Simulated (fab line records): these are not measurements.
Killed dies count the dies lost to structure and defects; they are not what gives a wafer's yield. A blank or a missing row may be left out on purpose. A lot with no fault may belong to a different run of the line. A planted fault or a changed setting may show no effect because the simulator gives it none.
fab line records	flow n5-finfet
record lots=9	wafers=26	last-day=17
route steps=1938 shown BEOL_M1@776 BEOL_M4@1111 PASSIVATION@1936
lots untouched by any fault: they come from a run of this same line in which no faults occurred
start-h: hours from the record's first day to the start of the lot's first wafer shown	wait-h: hours from the lot's prior step to this one	" repeats the value in the row above	L1.1+2: a single row standing in for several wafers	- no value, or no start given	* or withheld: withheld	< > ~ a bound
route shown NAME@n: a module of which the file shows steps, and the number in the route of the first	usual: average and standard deviation across the fault-free wafers	same: alike in all rows	chamber/n: place in a boat	sites: per-site readings	_std_site: the standard deviation of these	_edge_site: outer sites' mean less inner sites'	radius-mm: how far each site lies from the wafer's centre	mask NAME#n: copy n	behind: tool/chamber where the wafer was last shaped	hold: reason for holding the lot/hours on hold/outcome of the hold	device: names the non-switching transistor (n, p or np)	end of line: tests run on the same wafers once the route is complete	a step given without rows: its recipe and nothing more	killed: not the wafer's yield, but the dies lost to structure and defects at the first sort	map: per-die view of a wafer (x killed, . not killed, _ where there is no die)
set.NAME: the setting that was run; set.NAME@STEP: the one run at that earlier step	model.NAME: the simulator's own value behind a step, which no gauge read
one table for each step of the route and one row for each wafer, over a sample of lots
services: a tool's chamber out of use, with start hour (start-h, from the record's first day; less than 0 if before it), hours out, and reason
## steps
# step N5_BEOL_M1_CD_MEAS_18
# recipe pitch-nm=36	target-cd-nm=18
# usual cd-nm=18.0/0.41
lot.wafer	tool	chamber	start-h	wait-h	cd-nm
L806.3	cd-sem-03	-	123.87	0.1	17.8
L806.4	"	-	"	"	18.5
L806.5	"	-	"	"	18.1
L807.1	cd-sem-01	-	129.96	0.0	18.2
L807.2	"	-	"	"	17.6
L807.3	"	-	"	"	17.8
L810.1	cd-sem-01	-	145.91	0.0	18.5
L810.5	"	-	"	"	18.4
L810.6	"	-	"	"	18.5
L811.3	cd-sem-01	-	150.71	0.1	17.1
L811.4	"	-	"	"	17.8
L811.5	"	-	"	"	17.8
L812.2	cd-sem-03	-	153.88	0.1	18.4
L812.4	"	-	"	"	18.7
L812.6	"	-	"	"	18.5
L822.3	cd-sem-02	-	222.38	0.1	17.7
L822.5	"	-	"	"	18.5
L823.1	cd-sem-03	-	225.27	0.0	18.0
L823.3	"	-	"	"	18.7
L823.5	"	-	"	"	17.9
L827.1	cd-sem-01	-	248.93	0.0	18.1
L827.2	"	-	"	"	19.0
L827.4	"	-	"	"	18.2
L828.1	cd-sem-02	-	254.95	0.0	18.0
L828.5	"	-	"	"	17.5
L828.6	"	-	"	"	18.5
# step N5_BEOL_M1_ETCH_69
# recipe chemistry=CF4	target=SiARC	target-depth-a=156	mask-material=CAR-EUV	time-s=26	ion-energy-ev=80	pressure-mtorr=40	source-w=545	bias-w=36	Ar_flow_sccm=100	cf4-flow-sccm=100	ends=cleared
# usual bias-w=36.00/0.11	cf4-flow-sccm=100.0/0.3	drypump-motor-current-A=5.7/0.39	etch-rf-on-time-s=25.9/0.8	oes-product-au=0.69/0.076	rf-vpp-V=184.5/1	showerhead-plenum-p-Torr=2.18/0.047	throttle-valve-pct=15.52/0.22
lot.wafer	tool	chamber	start-h	wait-h	bias-w	cf4-flow-sccm	drypump-motor-current-A	etch-rf-on-time-s	oes-product-au	rf-hours-counter-h	rf-vpp-V	showerhead-plenum-p-Torr	throttle-valve-pct
L806.3	rie-diel-01	3	124.57	0.0	36.18	100.0	6.2	26.9	0.58	244	185.2	2.11	15.60
L806.4	"	1	"	"	36.11	99.7	5.7	27.3	0.73	41	185.3	2.27	15.57
L806.5	"	0	"	"	35.98	100.2	5.6	26.3	0.60	-	182.7	2.12	15.80
L807.1	rie-diel-04	0	130.46	0.0	35.88	99.8	5.4	26.6	0.64	154	183.7	2.23	15.67
L807.2	"	3	"	"	36.05	100.1	6.1	24.9	0.71	96	184.7	2.19	15.31
L807.3	"	1	"	"	36.14	100.2	5.0	25.1	0.66	147	184.3	2.20	15.27
L810.1	rie-diel-05	3	146.41	0.0	36.42	100.0	5.8	26.6	0.60	248	184.6	2.22	15.62
L810.5	"	0	"	"	35.98	99.7	5.0	24.8	0.63	-	185.7	2.21	15.51
L810.6	"	1	"	"	35.95	100.4	5.6	26.5	0.75	-	185.8	2.19	15.45
L811.3	rie-diel-04	2	151.20	0.0	36.11	100.3	6.0	25.5	0.59	246	184.5	2.17	15.95
L811.4	"	1	"	"	36.10	99.9	4.9	25.4	0.65	156	184.0	2.19	15.29
L811.5	"	0	"	"	35.97	100.0	5.4	26.4	0.63	-	184.0	2.23	15.69
L812.2	rie-diel-04	0	154.38	0.0	35.79	99.8	5.4	26.4	0.64	162	182.4	2.23	15.68
L812.4	"	1	"	"	36.05	100.2	4.9	25.6	0.64	156	183.8	2.19	15.29
L812.6	"	2	"	"	35.96	99.8	6.0	25.5	0.58	-	182.4	2.17	15.95
L822.3	rie-diel-01	1	222.99	0.0	36.10	99.8	5.7	27.2	0.70	69	186.5	2.26	15.62
L822.5	"	2	"	"	35.98	100.4	5.8	25.2	0.75	-	184.3	2.11	15.74
L823.1	rie-diel-04	0	225.76	0.0	35.97	99.9	5.4	26.1	0.62	189	185.5	2.22	15.73
L823.3	"	1	"	"	35.91	100.3	4.9	25.2	0.63	183	185.1	2.19	15.36
L823.5	"	1	"	"	35.98	100.3	4.9	25.2	0.63	-	184.8	2.19	15.35
L827.1	rie-diel-01	1	249.43	0.0	36.19	99.9	5.7	27.6	0.69	78	185.2	2.26	15.64
L827.2	"	3	"	"	36.19	100.3	6.2	26.0	0.77	21	183.2	2.10	15.20
L827.4	"	2	"	"	36.31	100.0	5.8	25.7	0.73	-	184.9	2.10	15.76
L828.1	rie-diel-04	0	255.57	0.0	36.00	100.0	5.4	26.4	0.61	197	185.0	2.21	15.73
L828.5	"	3	"	"	35.86	100.5	6.1	25.4	0.68	-	182.5	2.18	15.39
L828.6	"	2	"	"	36.07	100.6	6.0	25.3	0.79	-	185.7	2.17	15.53
# step N5_BEOL_M1_TRENCH_ETCH_37
# recipe chemistry=C4F6/O2	target-depth-a=552.07	target=SiOC	time-s=29	ion-energy-ev=250	pressure-mtorr=30	source-w=355	bias-w=185	Ar_flow_sccm=300	C4F6_flow_sccm=10	O2_flow_sccm=10
# usual C4F6_flow_sccm=9.997/0.028	O2_flow_sccm=10.005/0.028	drypump-motor-current-A=5.7/0.4	oes-product-au=0.81/0.085	rf-vpp-V=666/16	showerhead-plenum-p-Torr=2.89/0.059	throttle-valve-pct=20.73/0.22
lot.wafer	tool	chamber	start-h	wait-h	C4F6_flow_sccm	O2_flow_sccm	drypump-motor-current-A	oes-product-au	rf-hours-counter-h	rf-vpp-V	showerhead-plenum-p-Torr	throttle-valve-pct
L806.3	rie-diel-04	0	125.03	-	10.011	10.005	5.4	0.75	153	660	2.96	20.84
L806.4	"	1	"	"	10.025	9.974	5.0	0.77	146	677	2.92	20.39
L806.5	"	2	"	"	9.923	9.975	6.0	0.69	-	651	2.90	21.11
L807.1	rie-diel-04	2	137.30	-	9.985	10.006	6.0	0.68	244	653	2.90	21.11
L807.2	"	1	"	"	9.996	9.974	5.0	0.76	150	677	2.92	20.40
L807.3	"	3	"	"	9.970	10.022	6.1	0.83	98	692	2.91	20.57
L810.1	rie-diel-04	1	148.64	-	-	-	-	-	-	-	-	-
L810.5	"	1	"	"	-	-	-	-	-	-	-	-
L810.6	"	2	"	"	-	-	-	-	-	-	-	-
L811.3	rie-diel-01	0	152.39	-	-	-	-	-	-	-	-	-
L811.4	"	0	"	"	-	-	-	-	-	-	-	-
L811.5	"	2	"	"	-	-	-	-	-	-	-	-
L812.2	rie-diel-04	2	155.03	-	-	-	-	-	-	-	-	-
L812.4	"	3	"	"	-	-	-	-	-	-	-	-
L812.6	"	2	"	"	-	-	-	-	-	-	-	-
L822.3	rie-diel-01	3	224.14	-	10.018	10.011	6.2	0.91	12	643	2.82	20.61
L822.5	"	0	"	"	10.018	10.034	5.6	0.68	-	652	2.80	20.96
L823.1	rie-diel-01	1	227.43	-	10.032	9.980	5.7	0.83	70	677	2.98	20.76
L823.3	"	0	"	"	10.019	10.011	5.6	0.68	249	653	2.80	20.96
L823.5	"	0	"	"	10.011	9.998	5.6	0.68	-	651	2.80	20.97
L827.1	rie-diel-01	2	253.84	-	10.055	9.991	5.8	0.85	57	667	2.80	21.12
L827.2	"	3	"	"	10.035	10.017	6.2	0.90	23	643	2.82	20.64
L827.4	"	0	"	"	9.994	9.975	5.6	0.96	1	651	2.80	20.60
L828.1	rie-diel-01	0	258.73	-	10.001	10.020	5.7	0.94	2	652	2.80	20.57
L828.5	"	1	"	"	9.992	10.003	5.7	0.81	-	676	2.97	20.76
L828.6	"	0	"	"	10.024	10.036	5.6	0.93	-	651	2.80	20.58
# step N5_BEOL_M1_OCD_MEAS_38
# usual trench-depth-nm=55.4/1.2
lot.wafer	tool	chamber	start-h	wait-h	trench-depth-nm
L806.3	ocd-01	-	125.19	-	54.5
L806.4	"	-	"	"	56.8
L806.5	"	-	"	"	55.6
L807.1	ocd-02	-	137.46	-	55.3
L807.2	"	-	"	"	56.4
L807.3	"	-	"	"	57.0
L810.1	ocd-01	-	148.79	-	0.2
L810.5	"	-	"	"	0.6
L810.6	"	-	"	"	0.4
L811.3	ocd-02	-	152.55	-	0
L811.4	"	-	"	"	0
L811.5	"	-	"	"	0.3
L812.2	ocd-01	-	155.19	-	0.4
L812.4	"	-	"	"	0
L812.6	"	-	"	"	0.2
L822.3	ocd-02	-	224.29	-	54.9
L822.5	"	-	"	"	54.0
L823.1	ocd-01	-	227.58	-	54.3
L823.3	"	-	"	"	54.2
L823.5	"	-	"	"	54.8
L827.1	ocd-02	-	253.99	-	56.1
L827.2	"	-	"	"	56.2
L827.4	"	-	"	"	55.6
L828.1	ocd-01	-	258.88	-	54.0
L828.5	"	-	"	"	53.7
L828.6	"	-	"	"	54.8
# step N5_BEOL_M1_DEGAS_44
# recipe ambient=vacuum	temp-c=250	time-s=60
# usual heater-power-w=332/16
lot.wafer	tool	chamber	start-h	wait-h	heater-power-w
L806.3	pvd-sputter-03	-	125.46	0.1	349
L806.4	"	-	"	"	354
L806.5	"	-	"	"	322
L807.1	pvd-sputter-03	-	137.72	0.1	347
L807.2	"	-	"	"	313
L807.3	"	-	"	"	334
L810.1	pvd-sputter-01	-	149.56	0.6	324
L810.5	"	-	"	"	331
L810.6	"	-	"	"	323
L811.3	pvd-sputter-03	-	153.04	0.3	325
L811.4	"	-	"	"	355
L811.5	"	-	"	"	338
L812.2	pvd-sputter-02	-	156.94	1.6	340
L812.4	"	-	"	"	294
L812.6	"	-	"	"	303
L822.3	pvd-sputter-02	-	225.08	0.6	350
L822.5	"	-	"	"	302
L823.1	pvd-sputter-02	-	228.26	0.5	300
L823.3	"	-	"	"	327
L823.5	"	-	"	"	342
L827.1	pvd-sputter-01	-	254.29	0.1	326
L827.2	"	-	"	"	332
L827.4	"	-	"	"	343
L828.1	pvd-sputter-01	-	259.23	0.2	342
L828.5	"	-	"	"	325
L828.6	"	-	"	"	346
# step N5_BEOL_M4_RC_MEAS_101
# usual DIBL_N=35.9/2.5	DIBL_P=36.0/3	IOFF_N=0.16/0.047	IOFF_P=0.21/0.047	ION_N=671/14	ION_P=460/8.8	SS_N=71.5/0.73	SS_P=73.2/0.91	VT_N=250/4.3	VT_P=-251/3.6
lot.wafer	tool	chamber	start-h	wait-h	DIBL_N[mV/V]	DIBL_P[mV/V]	IOFF_N[nA/um]	IOFF_P[nA/um]	ION_N[uA/um]	ION_P[uA/um]	SS_N[mV/dec]	SS_P[mV/dec]	VT_N[mV]	VT_P[mV]
L806.3	prober-02	0	162.56	0.3	34.8	34.4	0.14	0.19	662	453	71.0	73.3	250	-254
L806.4	"	0	"	"	37.7	37.2	0.20	0.22	679	465	72.4	73.2	245	-251
L806.5	"	0	"	"	34.1	33.6	0.14	0.17	653	444	70.5	72.7	249	-256
L807.1	prober-01	0	166.79	0.0	35.4	36.4	0.15	0.18	667	451	71.5	73.3	253	-254
L807.2	"	0	"	"	32.2	32.9	0.11	0.16	653	451	70.5	72.3	252	-254
L807.3	"	0	"	"	35.9	37.2	0.16	0.20	682	467	71.4	73.0	250	-254
L822.3	prober-01	0	266.86	0.3	37.0	37.6	0.17	0.23	685	471	71.3	73.2	247	-253
L822.5	"	0	"	"	38.6	37.4	0.19	0.22	686	466	72.4	73.3	246	-254
L823.1	prober-02	0	269.06	0.0	35.8	35.2	0.14	0.19	685	470	70.5	73.0	248	-250
L823.3	"	0	"	"	39.0	39.9	0.22	0.28	693	469	71.2	74.4	244	-247
L823.5	"	0	"	"	38.1	39.4	0.18	0.26	692	475	71.8	74.3	247	-248
L827.1	prober-01	0	291.36	0.0	35.8	35.4	0.17	0.22	684	471	71.1	73.1	249	-247
L827.2	"	0	"	"	38.1	37.6	0.18	0.23	678	467	72.0	73.7	250	-249
L827.4	"	0	"	"	35.3	34.9	0.15	0.22	655	456	71.4	73.0	251	-249
L828.1	prober-02	0	300.24	0.0	35.0	35.1	0.13	0.19	655	452	71.1	72.8	255	-252
L828.5	"	0	"	"	34.7	34.8	0.15	0.19	681	468	71.2	73.5	251	-250
L828.6	"	0	"	"	32.9	32.7	0.10	0.16	656	455	71.0	72.0	259	-254
# step N5_PASSIVATION_PROBE_49
# usual defect-limited-yield=91.4/1.4	killed_at_M0_to_M3=34/8.9	killed_at_M4_up=13/4.6	killed-at-contacts=12/5.5	killed-at-front-end=41/11	killed-at-other=3.1/2.9	killed-dies=102/16	killed-on-rim=13/4.2	killed-open=66/11	killed-short=34/7.6	sort_bin_5_function=5.1/0.89	sort_bin_6_memory=3.2/0.61	sort-n-pass=1078/16	sort-yield-pct=91.3/1.4
# same gross-dies=1180	killed-at-back-side=0	sort_bin_4_leakage[%]=0	sort_bin_8_speed[%]=0
lot.wafer	tool	chamber	start-h	wait-h	defect-limited-yield[%]	killed_at_M0_to_M3	killed_at_M4_up	killed-at-contacts	killed-at-front-end	killed-at-other	killed-dies	killed-on-rim	killed-open	killed-short	sort_bin_5_function[%]	sort_bin_6_memory[%]	sort-n-pass	sort-yield-pct[%]
L806.3	prober-02	-	264.56	0.1	92.5	32	9	6	41	0	88	6	59	26	4.0	3.1	1092	92.5
L806.4	prober-02	-	264.61	0.2	89.5	50	6	4	56	8	124	24	74	50	5.8	4.1	1056	89.5
L806.5	prober-02	-	264.66	0.2	90.3	35	6	25	41	7	114	9	69	45	6.0	3.3	1066	90.3
L807.1	prober-01	-	276.02	0.0	91.2	30	15	9	48	2	104	7	72	30	5.8	3.1	1076	91.2
L807.2	prober-01	-	276.07	0.1	89.3	39	8	9	67	3	126	14	77	44	6.7	3.7	1054	89.3
L807.3	prober-01	-	276.12	0.1	91.9	26	8	9	50	2	95	14	59	36	5.3	2.4	1085	91.9
L810.1	prober-01	-	286.01	0.0	0	1115	16	15	32	2	1180	152	69	41	96.4	3.1	0	0
L810.5	prober-01	-	286.21	0.2	0	1113	12	6	46	3	1180	152	71	49	96.5	3.1	0	0
L810.6	prober-01	-	286.26	0.3	0	1130	15	15	15	5	1180	152	54	32	97.0	2.8	0	0
L811.3	prober-02	-	290.44	0.1	0	1116	10	16	37	1	1180	152	68	41	95.8	3.6	0	0
L811.4	prober-02	-	290.49	0.2	0	1113	9	19	38	1	1180	152	65	29	95.9	3.2	0	0
L811.5	prober-02	-	290.54	0.2	0	1127	14	7	29	3	1180	152	53	31	97.3	2.5	0	0
L812.2	prober-01	-	297.28	0.1	0	1093	12	13	59	3	1180	152	78	40	95.9	3.4	0	0
L812.4	prober-01	-	297.38	0.2	0	1108	13	21	34	4	1180	152	70	42	95.8	4.0	0	0
L812.6	prober-01	-	297.48	0.3	0	1118	19	2	39	2	1180	152	62	18	97.2	2.3	0	0
L822.3	prober-02	-	362.56	0.1	93.5	32	14	7	21	3	77	13	46	29	4.4	1.9	1103	93.5
L822.5	prober-02	-	362.66	0.2	91.4	34	24	7	34	2	101	18	70	26	4.8	3.3	1079	91.4
L823.1	prober-01	-	374.09	0.0	90.0	33	17	10	53	5	118	14	73	44	6.5	3.1	1062	90.0
L823.3	prober-01	-	374.19	0.1	89.9	32	21	4	58	4	119	16	79	40	5.8	3.9	1061	89.9
L823.5	prober-01	-	374.29	0.2	92.1	32	13	15	31	2	93	11	62	31	4.6	3.1	1087	92.1
L827.1	prober-02	-	391.92	0.0	92.0	44	16	5	25	4	94	9	54	37	4.7	2.7	1086	92.0
L827.2	prober-02	-	391.97	0.1	90.3	37	16	16	38	7	114	20	81	31	5.4	3.9	1066	90.3
L827.4	prober-02	-	392.07	0.2	91.4	32	10	11	48	0	101	14	60	41	5.3	2.9	1079	91.4
L828.1	prober-02	-	405.81	0.0	89.7	61	3	19	39	0	122	14	82	40	5.3	4.5	1058	89.7
L828.5	prober-02	-	406.01	0.2	91.5	44	8	8	39	1	100	11	73	27	4.9	3.2	1080	91.5
L828.6	prober-02	-	406.06	0.3	91.0	48	6	9	41	2	106	12	71	35	5.6	3.1	1074	91.0
# killed by level:class
L806.3 BEOL_M3:geometric-particle:open=14 FIN_SAQP:geometric-particle:open=10 FIN_SAQP:geometric-particle:short=6 BEOL_M1:geometric-particle:open=6 MOL_CONTACT_COAG:geometric-particle:open=5 GATE_CUT:geometric-particle:short=4 BEOL_M2:geometric-particle:open=4 STI_FIN_REVEAL:geometric-particle:open=3
L806.4 BEOL_M0_SAQP:geometric-particle:open=17 BEOL_M0_SAQP:geometric-particle:short=11 FIN_SAQP:geometric-particle:short=9 FIN_SAQP:geometric-particle:open=9 GATE_CUT:geometric-particle:short=8 BEOL_M1:geometric-particle:open=6 STI_FIN_REVEAL:geometric-particle:open=5 DUMMY_GATE:geometric-particle:open=5
L806.5 MOL_CONTACT_COAG:geometric-particle:open=19 BEOL_M2:geometric-particle:open=9 FIN_SAQP:geometric-particle:open=8 BEOL_M0_SAQP:geometric-particle:short=8 BEOL_M3:geometric-particle:open=8 GATE_CUT:geometric-particle:short=6 GATE_CUT:geometric-particle:open=6 MOL_CONTACT_COAG:geometric-particle:short=6
L807.1 STI_FIN_REVEAL:geometric-particle:open=22 BEOL_M0_SAQP:geometric-particle:short=9 FIN_SAQP:geometric-particle:open=6 MOL_CONTACT_COAG:geometric-particle:open=6 BEOL_M2:geometric-particle:open=6 FIN_SAQP:geometric-particle:short=4 DUMMY_GATE:geometric-particle:open=4 BEOL_M0_SAQP:geometric-particle:open=4
L807.2 BEOL_M0_SAQP:geometric-particle:open=17 FIN_SAQP:geometric-particle:open=15 STI_FIN_REVEAL:geometric-particle:open=13 FIN_SAQP:geometric-particle:short=12 MOL_CONTACT_COAG:geometric-particle:open=8 BEOL_M0_SAQP:geometric-particle:short=8 DUMMY_GATE:geometric-particle:open=5 BEOL_M1:geometric-particle:open=5
L807.3 STI_FIN_REVEAL:geometric-particle:open=16 FIN_SAQP:geometric-particle:short=14 MOL_CONTACT_COAG:geometric-particle:open=8 DUMMY_GATE:geometric-particle:open=6 BEOL_M0_SAQP:geometric-particle:short=6 BEOL_M0_SAQP:geometric-particle:open=5 STARTING-WAFER:geometric-particle:short=5 BEOL_M1:geometric-particle:open=4
L810.1 BEOL_M1:area-etch=1068 BEOL_M0_SAQP:geometric-particle:open=13 BEOL_M0_SAQP:geometric-particle:short=11 MOL_CONTACT_COAG:geometric-particle:open=11 FIN_SAQP:geometric-particle:open=10 BEOL_M1:geometric-particle:short=8 BEOL_M4:geometric-particle:open=8 BEOL_M3:geometric-particle:open=7
L810.5 BEOL_M1:area-etch=1059 BEOL_M0_SAQP:geometric-particle:open=21 BEOL_M0_SAQP:geometric-particle:short=18 FIN_SAQP:geometric-particle:short=13 BEOL_M1:geometric-particle:open=9 STI_FIN_REVEAL:geometric-particle:open=7 FIN_SAQP:geometric-particle:open=6 MOL_CONTACT_COAG:geometric-particle:open=5
L810.6 BEOL_M1:area-etch=1094 BEOL_M0_SAQP:geometric-particle:short=15 MOL_CONTACT_COAG:geometric-particle:open=14 BEOL_M5:geometric-particle:open=8 BEOL_M0_SAQP:geometric-particle:open=7 BEOL_M2:geometric-particle:open=4 STARTING-WAFER:geometric-particle:open=4 BEOL_M1:geometric-particle:open=3
L811.3 BEOL_M1:area-etch=1071 BEOL_M1:geometric-particle:open=16 MOL_CONTACT_COAG:geometric-particle:open=13 GATE_CUT:geometric-particle:short=8 STI_FIN_REVEAL:geometric-particle:open=7 BEOL_M3:geometric-particle:open=7 FIN_SAQP:geometric-particle:open=5 FIN_SAQP:geometric-particle:short=5
L811.4 BEOL_M1:area-etch=1078 MOL_CONTACT_COAG:geometric-particle:open=16 BEOL_M3:geometric-particle:open=11 BEOL_M1:geometric-particle:open=11 HKMG_FIN:area-etch=8 BEOL_M3:geometric-particle:short=7 FIN_SAQP:geometric-particle:open=5 DUMMY_GATE:geometric-particle:open=5
L811.5 BEOL_M1:area-etch=1096 FIN_SAQP:geometric-particle:open=6 BEOL_M2:geometric-particle:open=6 STI_FIN_REVEAL:geometric-particle:open=5 DUMMY_GATE:geometric-particle:open=5 BEOL_M0_SAQP:geometric-particle:short=5 BEOL_M1:geometric-particle:open=5 MOL_CONTACT_COAG:geometric-particle:open=4
L812.2 BEOL_M1:area-etch=1058 STI_FIN_REVEAL:geometric-particle:open=14 MOL_CONTACT_COAG:geometric-particle:open=11 FIN_SAQP:geometric-particle:short=8 BEOL_M0_SAQP:geometric-particle:short=8 BEOL_M0_SAQP:geometric-particle:open=8 BEOL_M1:geometric-particle:open=8 FIN_SAQP:geometric-particle:open=7
L812.4 BEOL_M1:area-etch=1068 BEOL_M0_SAQP:geometric-particle:short=12 MOL_CONTACT_COAG:geometric-particle:open=11 MOL_CONTACT_COAG:geometric-particle:short=10 BEOL_M0_SAQP:geometric-particle:open=9 BEOL_M4:geometric-particle:open=9 BEOL_M2:geometric-particle:open=8 FIN_SAQP:geometric-particle:open=6
L812.6 BEOL_M1:area-etch=1098 STI_FIN_REVEAL:geometric-particle:open=16 BEOL_M4:geometric-particle:open=13 BEOL_M0_SAQP:geometric-particle:open=6 BEOL_M2:geometric-particle:open=6 STI_FIN_REVEAL:geometric-particle:short=4 BEOL_M1:geometric-particle:open=4 GATE_CUT:geometric-particle:short=3
L822.3 BEOL_M0_SAQP:geometric-particle:open=9 MOL_CONTACT_COAG:geometric-particle:open=7 BEOL_M0_SAQP:geometric-particle:short=7 BEOL_M4:geometric-particle:open=7 FIN_SAQP:geometric-particle:open=4 BEOL_M3:geometric-particle:open=4 FIN_SAQP:geometric-particle:short=3 BEOL_M1:geometric-particle:open=3
L822.5 BEOL_M4:geometric-particle:open=15 BEOL_M1:geometric-particle:open=11 STI_FIN_REVEAL:geometric-particle:open=7 FIN_SAQP:geometric-particle:open=6 MOL_CONTACT_COAG:geometric-particle:open=6 BEOL_M0_SAQP:geometric-particle:short=6 BEOL_M3:geometric-particle:open=5 GATE_CUT:geometric-particle:short=5
L823.1 FIN_SAQP:geometric-particle:short=14 STI_FIN_REVEAL:geometric-particle:open=12 MOL_CONTACT_COAG:geometric-particle:open=9 FIN_SAQP:geometric-particle:open=8 DUMMY_GATE:geometric-particle:open=7 BEOL_M4:geometric-particle:open=7 BEOL_M0_SAQP:geometric-particle:short=6 BEOL_M0_SAQP:geometric-particle:open=5
L823.3 FIN_SAQP:geometric-particle:short=15 STI_FIN_REVEAL:geometric-particle:open=14 FIN_SAQP:geometric-particle:open=11 BEOL_M0_SAQP:geometric-particle:short=8 BEOL_M0_SAQP:geometric-particle:open=8 BEOL_M1:geometric-particle:open=7 BEOL_M4:geometric-particle:open=6 BEOL_M4:geometric-particle:short=5
L823.5 MOL_CONTACT_COAG:geometric-particle:open=11 GATE_CUT:geometric-particle:short=7 BEOL_M1:geometric-particle:open=7 BEOL_M4:geometric-particle:open=6 DUMMY_GATE:geometric-particle:open=5 BEOL_M0_SAQP:geometric-particle:open=5 BEOL_M2:geometric-particle:open=5 BEOL_M3:geometric-particle:open=5
L827.1 BEOL_M0_SAQP:geometric-particle:short=14 BEOL_M0_SAQP:geometric-particle:open=9 BEOL_M1:geometric-particle:open=9 BEOL_M4:geometric-particle:open=8 BEOL_M3:geometric-particle:open=6 ILD0:geometric-particle:short=4 ILD0:geometric-particle:open=4 BEOL_M4:geometric-particle:short=4
L827.2 STI_FIN_REVEAL:geometric-particle:open=15 BEOL_M0_SAQP:geometric-particle:open=14 MOL_CONTACT_COAG:geometric-particle:open=14 BEOL_M4:geometric-particle:open=12 BEOL_M0_SAQP:geometric-particle:short=8 BEOL_M2:geometric-particle:open=5 FIN_SAQP:geometric-particle:short=4 STARTING-WAFER:geometric-particle:short=4
L827.4 STI_FIN_REVEAL:geometric-particle:open=9 BEOL_M0_SAQP:geometric-particle:open=9 ILD0:geometric-particle:short=8 BEOL_M0_SAQP:geometric-particle:short=7 MOL_CONTACT_COAG:geometric-particle:open=7 BEOL_M3:geometric-particle:open=7 FIN_SAQP:geometric-particle:open=6 FIN_SAQP:geometric-particle:short=5
L828.1 BEOL_M0_SAQP:geometric-particle:open=16 MOL_CONTACT_COAG:geometric-particle:open=15 FIN_SAQP:geometric-particle:open=13 BEOL_M2:geometric-particle:open=13 BEOL_M0_SAQP:geometric-particle:short=10 FIN_SAQP:geometric-particle:short=6 BEOL_M3:geometric-particle:open=5 STI_FIN_REVEAL:geometric-particle:open=4
L828.5 BEOL_M2:geometric-particle:open=12 BEOL_M3:geometric-particle:open=12 FIN_SAQP:geometric-particle:short=9 FIN_SAQP:geometric-particle:open=9 MOL_CONTACT_COAG:geometric-particle:open=8 BEOL_M0_SAQP:geometric-particle:open=8 BEOL_M0_SAQP:geometric-particle:short=7 STI_FIN_REVEAL:geometric-particle:open=7
L828.6 BEOL_M0_SAQP:geometric-particle:open=14 FIN_SAQP:geometric-particle:open=13 BEOL_M2:geometric-particle:open=12 BEOL_M0_SAQP:geometric-particle:short=7 FIN_SAQP:geometric-particle:short=6 DUMMY_GATE:geometric-particle:open=6 MOL_CONTACT_COAG:geometric-particle:open=6 GATE_CUT:geometric-particle:short=5
## services
tool	chamber	start-h	hours	kind
rie-diel-01	-	100.88	0.9	repair
pvd-sputter-01	-	131.36	1.3	repair
rie-diel-04	0	135.51	2.6	repair
rie-diel-04	2	137.67	9.0	repair
rie-diel-01	3	146.17	-	clean
rie-diel-01	3	146.17	-	consumable-replace:focus-ring
rie-diel-01	3	146.17	16.4	scheduled-down
rie-diel-01	3	146.17	16.4	vent-cycle
rie-diel-05	3	154.00	3.5	repair
rie-diel-04	-	156.29	1.1	repair
rie-diel-04	2	166.11	-	clean
rie-diel-04	2	166.11	-	consumable-replace:focus-ring
rie-diel-04	2	166.11	30.5	scheduled-down
rie-diel-04	2	166.11	30.5	vent-cycle
rie-diel-04	1	173.36	6.0	repair
rie-diel-05	-	200.69	1.2	repair
rie-diel-04	3	204.29	12.3	repair
rie-diel-01	-	205.20	14.6	pm
rie-diel-01	0	229.39	-	clean
rie-diel-01	0	229.39	-	consumable-replace:focus-ring
rie-diel-01	0	229.39	20.3	scheduled-down
rie-diel-01	0	229.39	20.3	vent-cycle
rie-diel-05	0	231.27	1.3	repair
rie-diel-01	2	241.99	4.6	repair
## key
first-sign step=N5_BEOL_M1_TRENCH_ETCH_37	reading=tool-record	direction=missing
effect step=N5_BEOL_M1_OCD_MEAS_38	reading=trench-depth-nm	direction=down	sigmas=47	usual=55.4	struck=0.2
effect step=N5_PASSIVATION_PROBE_49	reading=killed_at_M0_to_M3	direction=up	sigmas=99+	usual=34	struck=1115
more-kills-born-at N5_BEOL_M1_TRENCH_ETCH_37@rie-diel-04=6445	N5_BEOL_M1_TRENCH_ETCH_37@rie-diel-01=3245
met-at N5_BEOL_M1_TRENCH_ETCH_37
struck-lots L810,L811,L812
later-rows-left-out L810.1,L810.5,L810.6,L811.3,L811.4,L811.5,L812.2,L812.4,L812.6
not-acting-at N5_BEOL_M1_CD_MEAS_18,N5_BEOL_M1_ETCH_69,N5_BEOL_M1_DEGAS_44
onset-between 137.30 148.64
fault kind=skipped-step-whole	tool=rie-diel-01,rie-diel-04	chamber=-	onset-h=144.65	steps=N5_BEOL_M1_TRENCH_ETCH_37	scope=struck-lots-only
# later-rows-left-out: the simulator's readings of these wafers behind a module that went badly wrong aren't trusted and aren't shown, but for the sort
